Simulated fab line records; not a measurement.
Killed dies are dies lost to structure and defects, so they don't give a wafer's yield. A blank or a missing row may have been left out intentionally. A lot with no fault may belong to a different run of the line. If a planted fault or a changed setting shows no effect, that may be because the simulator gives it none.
fab line records	flow n5-finfet
record: lots: 6	wafers: 17	last-day: 16
route steps=1938 shown BEOL_M4@1096 PASSIVATION@1936
lots with no fault: from the same line, run without faults
start-h: the number of hours between the record's first day and the start of the first shown wafer of the lot	wait-h: hours elapsed since this lot's preceding step	" identical to the entry in the row above	L1.1+2: a row that stands for several wafers	- either no value or no given start	* or withheld: withheld	< > ~ a bound
route shown NAME@n: names a module that has steps shown in the file, with the first one's number in the route	usual: mean/standard deviation of fault-free wafers	same: alike in all rows	chamber/n: place in a boat	sites: per-site readings	_std_site: standard deviation across them	_edge_site: outer sites' mean less inner sites'	radius-mm: how far each site lies from the wafer's centre	mask NAME#n: copy n	behind: the last tool/chamber to shape the wafer	hold: reason for holding the lot/hours on hold/outcome of the hold	device: names the non-switching transistor (n, p or np)	end of line: the route-end tests of the same wafers	step lacking rows: just its recipe	killed: the dies lost at the first sort to structure and to defects; this is not the yield of the wafer	map: dies across one wafer; x = killed, . = not, _ = none there
set.NAME: the run value of the setting; set.NAME@STEP: its run value at that earlier step	model.NAME: the simulator's own value behind a step, which no gauge read
lots at selected steps of the route; one table per step, one row per wafer
services: when a tool's chamber went out of use (start-h, in hours from the record's first day, below 0 if earlier), for how many hours, and the reason
== steps ==
step: N5_BEOL_M4_SPUTTER_92
recipe: material: Cu	target-thk-a: 45	temp-c: -20	chamber-pressure-pa: 0.07	power-w: withheld	time-s: 8.29
step: N5_BEOL_M4_ANNEAL_93
recipe: temp-c: 400	time-s: 240	ambient: vacuum
step: N5_BEOL_M4_SPUTTER_94
recipe: material: Cu	target-thk-a: 45	temp-c: -20	chamber-pressure-pa: 0.07	power-w: withheld	time-s: 8.29
step: N5_BEOL_M4_ANNEAL_95
recipe: temp-c: 400	time-s: 240	ambient: vacuum
usual: heater-power-w: 902/66	susceptor-temp-C: 400.00/0.23
lot.wafer	tool	chamber	start-h	wait-h	heater-power-w	susceptor-temp-C
L558.2	pvd-sputter-02	-	200.20	0.0	813	400.08
L558.4	"	-	"	"	864	399.97
L561.2	pvd-sputter-01	-	218.50	0.0	882	400.21
L561.3	"	-	"	"	963	400.20
L561.4	"	-	"	"	1030	399.50
L563.1	pvd-sputter-03	-	235.84	0.0	976	400.30
L563.5	"	-	"	"	927	400.12
L563.6	"	-	"	"	883	400.21
L566.2	pvd-sputter-02	-	243.94	0.0	821	400.40
L566.4	"	-	"	"	880	399.67
L566.6	"	-	"	"	856	399.62
L569.2	pvd-sputter-03	-	266.66	0.0	846	399.94
L569.3	"	-	"	"	917	399.92
L569.5	"	-	"	"	842	399.97
L570.4	pvd-sputter-01	-	272.16	0.0	874	400.30
L570.5	"	-	"	"	875	399.84
L570.6	"	-	"	"	960	399.96
step: N5_BEOL_M4_SPUTTER_96
recipe: material: Cu	target-thk-a: 45	temp-c: -20	chamber-pressure-pa: 0.07	power-w: withheld	time-s: 8.29
step: N5_BEOL_M4_ECD_50
recipe: material: Cu	target-thk-a: 3000
step: N5_BEOL_M4_ANNEAL_51
recipe: temp-c: 225	time-s: 90	ambient: N2
usual: wafer_temp_C_max: 226.2/0.51
lot.wafer	tool	chamber	start-h	wait-h	wafer_temp_C_max
L558.2	rtp-anneal-01	0	200.74	0.3	225.8
L558.4	"	0	"	"	225.7
L561.2	rtp-anneal-01	0	218.88	0.1	225.8
L561.3	"	0	"	"	225.6
L561.4	"	0	"	"	225.5
L563.1	rtp-anneal-01	0	236.18	0.1	226.0
L563.5	"	0	"	"	225.9
L563.6	"	0	"	"	226.0
L566.2	rtp-anneal-02	0	244.32	0.1	226.9
L566.4	"	0	"	"	227.5
L566.6	"	0	"	"	226.7
L569.2	rtp-anneal-02	0	267.07	0.1	226.4
L569.3	"	0	"	"	226.8
L569.5	"	0	"	"	227.2
L570.4	rtp-anneal-02	0	272.63	0.2	226.0
L570.5	"	0	"	"	226.7
L570.6	"	0	"	"	226.3
step: N5_BEOL_M4_CMP_52
recipe: stop-on: SiOC	t-overpolish-s: 6.8	down-force-psi: 1	platen-rpm: 50	clearing-platen-down-force-psi: 1.5	clearing-platen-rpm: 50	post-cmp-clean: cu-alkaline	target-thk-nm: 40	clearing-platen-pad-velocity-m-s: 0.99484	pad-velocity-m-s: 0.99484
usual: barrier-field-endpoint-s: 24.2/0.77	motor-current-A: 5.9/0.52	overpolish-run-s: 6.801/0.0094	time-to-endpoint-s: 60/4.5
lot.wafer	tool	chamber	start-h	wait-h	barrier-field-endpoint-s	motor-current-A	overpolish-run-s	time-to-endpoint-s
L558.2	cmp-01	3	200.99	0.2	23.3	5.5	6.800	56
L558.4	"	0	"	"	24.4	6.3	6.813	62
L561.4	cmp-01	2	219.17	0.2	24.5	6.0	6.797	59
L561.3	"	3	"	"	23.3	5.3	6.804	58
L561.2	"	0	"	"	24.2	6.4	6.790	64
L563.1	cmp-01	1	236.51	0.3	24.1	5.5	6.804	62
L563.6	"	0	"	"	23.7	6.2	6.806	61
L563.5	"	1	"	"	24.4	5.5	6.810	63
L566.4	cmp-02	1	244.65	0.2	23.2	6.1	6.805	55
L566.2	"	2	"	"	24.9	6.2	6.788	70
L566.6	"	3	"	"	24.8	5.4	6.806	66
L569.2	cmp-01	1	267.32	0.2	24.4	5.4	6.819	60
L569.3	"	3	"	"	24.0	5.2	6.778	56
L569.5	"	1	"	"	24.3	5.6	6.804	61
L570.4	cmp-02	3	272.83	0.2	24.9	5.9	6.802	64
L570.5	"	2	"	"	24.7	6.2	6.798	65
L570.6	"	3	"	"	25.2	5.4	6.797	62
step: N5_BEOL_M4_THK_MEAS_53
recipe: thk-meas-gauge: xrf	reads: Cu_of_BEOL_M4_ECD_50
usual: M4_THK: 39.5/1.8
lot.wafer	tool	chamber	start-h	wait-h	M4_THK[nm]
L558.2	film-metro-01	-	201.29	-	41.7
L558.4	"	-	"	"	40.1
L561.2	film-metro-01	-	219.43	-	40.2
L561.3	"	-	"	"	39.5
L561.4	"	-	"	"	36.5
L563.1	film-metro-02	-	236.77	-	39.0
L563.5	"	-	"	"	38.7
L563.6	"	-	"	"	39.3
L566.2	film-metro-01	-	244.87	-	42.9
L566.4	"	-	"	"	39.2
L566.6	"	-	"	"	39.5
L569.2	film-metro-02	-	267.62	-	36.4
L569.3	"	-	"	"	36.5
L569.5	"	-	"	"	39.0
L570.4	film-metro-02	-	273.09	-	41.0
L570.5	"	-	"	"	42.2
L570.6	"	-	"	"	41.3
step: N5_BEOL_M4_PRE_CLEAN_60
recipe: gas: NH3/H2	time-s: 15	temp-c: *	rf-power-w: 300
usual: heater-power-outer-w: 20/5.9	heater-power-w: 79/12	susceptor-temp-C: *
lot.wafer	tool	chamber	start-h	wait-h	heater-power-outer-w	heater-power-w	susceptor-temp-C
L558.2	cvd-co-01	0	201.33	0.0	17	69	*
L558.4	"	2	"	"	18	76	*
L561.2	cvd-co-02	0	219.46	0.0	20	82	*
L561.3	"	1	"	"	32	101	*
L561.4	"	0	"	"	20	81	*
L563.1	cvd-co-01	2	236.81	0.0	17	74	*
L563.5	"	2	"	"	17	75	*
L563.6	"	0	"	"	17	71	*
L566.2	cvd-co-01	1	244.93	0.1	15	70	*
L566.4	"	0	"	"	17	69	*
L566.6	"	2	"	"	17	74	*
L569.2	cvd-co-02	0	267.65	0.0	19	84	*
L569.3	"	1	"	"	32	102	*
L569.5	"	2	"	"	17	71	*
L570.4	cvd-co-02	0	273.14	0.1	20	83	*
L570.5	"	1	"	"	33	105	*
L570.6	"	2	"	"	18	74	*
step: N5_BEOL_M4_CO_CAP_55
recipe: material: Co	target-thk-a: 20	temp-c: 200	precursor: CCTBA/H2	pressure-torr: 30	time-s: 102.1
usual: heater-power-outer-w: 122/7.2	heater-power-w: 229/15	susceptor-temp-C: 200.00/0.17
lot.wafer	tool	chamber	start-h	wait-h	heater-power-outer-w	heater-power-w	susceptor-temp-C
L558.2	cvd-co-01	0	201.37	0.0	122	216	200.16
L558.4	"	2	"	"	117	217	199.74
L561.2	cvd-co-02	0	219.50	0.0	122	234	200.11
L561.3	"	1	"	"	135	261	199.95
L561.4	"	0	"	"	121	234	200.07
L563.1	cvd-co-01	2	236.85	0.0	120	218	200.19
L563.5	"	2	"	"	120	222	200.24
L563.6	"	0	"	"	123	214	200.07
L566.2	cvd-co-01	1	244.97	0.0	117	225	199.96
L566.4	"	0	"	"	118	216	200.05
L566.6	"	2	"	"	117	229	199.91
L569.2	cvd-co-02	0	267.69	0.0	122	234	199.99
L569.3	"	1	"	"	136	263	199.85
L569.5	"	2	"	"	118	228	200.10
L570.4	cvd-co-02	0	273.20	0.0	119	230	199.82
L570.5	"	1	"	"	139	255	199.96
L570.6	"	2	"	"	116	226	199.99
step: N5_BEOL_M4_PRE_CLEAN_56
recipe: gas: NH3	time-s: 15	temp-c: withheld	rf-power-w: 300
step: N5_BEOL_M4_DEP_57
recipe: material: SiCN	target-thk-a: 80	temp-c: withheld	precursor: 3MS/NH3	pressure-torr: 3	rf-w: 202	time-s: 14
usual: showerhead-plenum-p-Torr: 3.660/0.0092	throttle-valve-pct: 8.7/0.5
lot.wafer	tool	chamber	start-h	wait-h	showerhead-plenum-p-Torr	throttle-valve-pct	model.SiCN_of_BEOL_M4_DEP_57.thk-nm
L558.2	pecvd-02	0	201.49	0.0	3.655	8.3	8.2
L558.4	"	0	"	"	3.653	8.3	8
L561.2	pecvd-01	0	219.62	0.0	3.669	8.7	7.8
L561.3	"	1	"	"	3.658	9.5	7.8
L561.4	"	0	"	"	3.682	8.7	7.8
L563.1	pecvd-03	0	236.96	0.0	3.669	8.9	7.8
L563.5	"	1	"	"	3.655	9.6	8
L563.6	"	2	"	"	3.668	8.1	8
L566.2	pecvd-01	0	245.10	0.0	3.665	8.5	8
L566.4	"	2	"	"	3.661	9.0	8.4
L566.6	"	2	"	"	3.678	8.8	8.4
L569.2	pecvd-02	1	267.81	0.0	3.655	8.6	8.2
L569.3	"	0	"	"	3.651	8.6	8
L569.5	"	2	"	"	3.649	7.7	2.2
L570.4	pecvd-02	1	273.30	0.0	3.656	8.6	8.4
L570.5	"	0	"	"	3.647	8.2	2.8
L570.6	"	2	"	"	3.648	7.7	8
step: N5_BEOL_M4_RS_MEAS_58
recipe: thk-meas-gauge: four-point-probe	reads: Co_of_BEOL_M4_CO_CAP_55+Cu_of_BEOL_M4_ECD_50+Co_of_BEOL_M4_CVD_47+TaN_of_BEOL_M4_ALD_84
usual: M4_RS: 0.68/0.039
lot.wafer	tool	chamber	start-h	wait-h	M4_RS[ohm/sq]
L558.2	film-metro-01	-	201.55	0.1	0.63
L558.4	"	-	"	"	0.65
L561.2	film-metro-02	-	219.69	0.1	0.66
L561.3	"	-	"	"	0.67
L561.4	"	-	"	"	0.75
L563.1	film-metro-02	-	237.03	0.0	0.70
L563.5	"	-	"	"	0.70
L563.6	"	-	"	"	0.69
L566.2	film-metro-01	-	245.19	0.1	0.60
L566.4	"	-	"	"	0.68
L566.6	"	-	"	"	0.67
L569.2	film-metro-02	-	267.88	0.1	0.76
L569.3	"	-	"	"	0.75
L569.5	"	-	"	"	0.70
L570.4	film-metro-02	-	273.35	0.0	0.65
L570.5	"	-	"	"	0.62
L570.6	"	-	"	"	0.65
step: N5_BEOL_M4_RC_MEAS_101
usual: DIBL_N: 35.3/2.5	DIBL_P: 35/3.3	IOFF_N: 0.15/0.049	IOFF_P: 0.20/0.056	ION_N: 673/16	ION_P: 462/10	SS_N: 71.2/0.85	SS_P: 73.0/0.97	VT_N: 252/4.9	VT_P: -251/5
lot.wafer	tool	chamber	start-h	wait-h	DIBL_N[mV/V]	DIBL_P[mV/V]	IOFF_N[nA/um]	IOFF_P[nA/um]	ION_N[uA/um]	ION_P[uA/um]	SS_N[mV/dec]	SS_P[mV/dec]	VT_N[mV]	VT_P[mV]
L558.2	prober-02	0	201.76	0.2	33.4	33	0.11	0.19	652	453	70.7	72.3	253	-249
L558.4	"	0	"	"	34.1	33	0.13	0.18	671	467	70.3	72.1	251	-247
L561.2	prober-02	0	219.89	0.2	41.6	42	0.29	0.34	699	473	73.3	75.0	243	-243
L561.3	"	0	"	"	34.4	34	0.13	0.19	678	470	71.4	73.4	250	-250
L561.4	"	0	"	"	35.1	33	0.14	0.18	662	457	71.9	71.6	251	-252
L563.1	prober-01	0	237.08	0.0	33.0	32	0.10	0.15	654	456	70.4	72.4	258	-254
L563.5	"	0	"	"	34.3	34	0.14	0.20	669	463	71.0	72.7	252	-251
L563.6	"	0	"	"	34.1	34	0.12	0.18	671	466	70.9	72.4	253	-252
L566.2	prober-02	0	245.39	0.2	34.1	34	0.12	0.16	660	451	70.8	72.9	254	-253
L566.4	"	0	"	"	33.9	33	0.11	0.15	647	444	71.1	72.8	255	-255
L566.6	"	0	"	"	33.5	33	0.11	0.14	670	456	71.1	72.7	258	-252
L569.2	prober-01	0	268.08	0.2	37.0	37	0.17	0.27	677	475	72.1	74.0	249	-241
L569.3	"	0	"	"	38.2	38	0.19	0.27	704	487	72.0	74.3	245	-243
L569.5	"	0	"	"	38.4	39	0.20	0.29	689	473	72.2	74.5	245	-242
L570.4	prober-02	0	273.86	0.5	37.1	37	0.19	0.25	704	472	71.4	73.5	244	-248
L570.5	"	0	"	"	37.2	37	0.18	0.24	686	464	71.6	74.3	246	-249
L570.6	"	0	"	"	33.3	33	0.11	0.20	670	463	70.8	72.5	254	-249
step: N5_PASSIVATION_PROBE_49
usual: defect-limited-yield: 91.3/1.4	killed_at_M0_to_M3: 33/9.9	killed_at_M4_up: 15/5.6	killed-at-contacts: 13/5.7	killed-at-front-end: 38/12	killed-at-other: 4/3.1	killed-dies: 103/17	killed-open: 66/13	killed-short: 32/7.8	sort_bin_4_leakage: 0.02/0.16	sort_bin_5_function: 5.1/0.95	sort_bin_6_memory: 3.2/0.68	sort-n-pass: 1077/17	sort-yield-pct: 91.3/1.5
same: gross-dies: 1180	killed-at-back-side: 0	sort_bin_8_speed[%]: 0
lot.wafer	tool	chamber	start-h	wait-h	defect-limited-yield[%]	killed_at_M0_to_M3	killed_at_M4_up	killed-at-contacts	killed-at-front-end	killed-at-other	killed-dies	killed-open	killed-short	sort_bin_4_leakage[%]	sort_bin_5_function[%]	sort_bin_6_memory[%]	sort-n-pass	sort-yield-pct[%]
L563.1	prober-01	-	340.32	0.0	90.0	50	15	7	42	4	118	60	51	0	5.8	3.6	1062	90.0
L563.5	prober-01	-	340.52	0.2	93.3	32	16	11	18	2	79	51	24	0	3.6	2.9	1101	93.3
L563.6	prober-01	-	340.57	0.3	91.6	37	26	11	24	1	99	70	24	0	5.3	2.9	1081	91.6
L569.3	prober-01	-	371.65	0.1	93.1	27	12	7	31	4	81	53	27	0	3.8	2.8	1099	93.1
killed by level:class
L563.1 BEOL_M3:geometric-particle:open=10 FIN_SAQP:geometric-particle:short=9 BEOL_M2:geometric-particle:open=9 BEOL_M0_SAQP:geometric-particle:short=6 STI_FIN_REVEAL:geometric-particle:open=5 BEOL_M0_SAQP:geometric-particle:open=5 BEOL_M1:geometric-particle:open=5 STARTING-WAFER:geometric-particle:short=5
L563.5 MOL_CONTACT_COAG:geometric-particle:open=10 STI_FIN_REVEAL:geometric-particle:open=9 BEOL_M0_SAQP:geometric-particle:short=9 BEOL_M0_SAQP:geometric-particle:open=6 BEOL_M4:geometric-particle:open=4 BEOL_M5:geometric-particle:open=4 FIN_SAQP:geometric-particle:short=3 BEOL_M0:geometric-particle:open=3
L563.6 BEOL_M4:geometric-particle:open=12 STI_FIN_REVEAL:geometric-particle:open=10 MOL_CONTACT_COAG:geometric-particle:open=9 BEOL_M3:geometric-particle:open=9 BEOL_M0_SAQP:geometric-particle:short=6 BEOL_M2:geometric-particle:open=6 BEOL_M5:geometric-particle:open=5 FIN_SAQP:geometric-particle:open=4
L569.3 FIN_SAQP:geometric-particle:open=7 MOL_CONTACT_COAG:geometric-particle:open=7 BEOL_M0_SAQP:geometric-particle:open=7 BEOL_M1:geometric-particle:open=5 DUMMY_GATE:geometric-particle:open=4 GATE_CUT:geometric-particle:short=4 BEOL_M0_SAQP:geometric-particle:short=4 GATE_CUT:geometric-particle:open=3
== services ==
tool	chamber	start-h	hours	kind
pecvd-03	1	190.69	5.5	scheduled-down
pecvd-02	2	202.38	-	clean
pecvd-02	2	202.38	-	consumable-replace:showerhead
pecvd-02	2	202.38	29.0	scheduled-down
pecvd-02	2	202.38	29.0	vent-cycle
pecvd-01	-	216.10	0.8	repair
pvd-sputter-03	-	216.20	4.0	repair
cmp-01	-	218.45	0.2	repair
cmp-01	-	227.34	0.2	repair
cmp-01	-	231.05	4.0	pm
cmp-01	-	235.05	-	consumable-replace:conditioner
cmp-01	-	235.05	-	consumable-replace:pad
cmp-02	-	236.62	6.2	pm
cmp-01	-	248.78	5.1	pm
cmp-02	-	250.96	0.5	repair
cmp-01	-	253.92	8.5	pm
cmp-02	-	257.76	4.0	pm
cmp-02	-	261.76	-	consumable-replace:conditioner
cmp-02	-	261.76	-	consumable-replace:pad
pecvd-01	2	263.32	2.1	scheduled-down
pecvd-01	2	272.76	7.5	repair
== key ==
first-sign none at tools or gauges
model-effect: step: N5_BEOL_M4_DEP_57	value: SiCN_of_BEOL_M4_DEP_57.thk-nm	without: 8.1	struck: 2.5
met-at N5_BEOL_M4_DEP_57
struck-wafers L569.5,L570.5
onset-between 201.49 267.81
fault: kind: process-parameter-drift	tool: pecvd-02	chamber: -	onset-h: 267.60	steps: N5_BEOL_M4_DEP_57	channel: time-s	offset: *	shape: step	end-h: 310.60	scope: struck-wafers-only	acts-in: *	stated: *
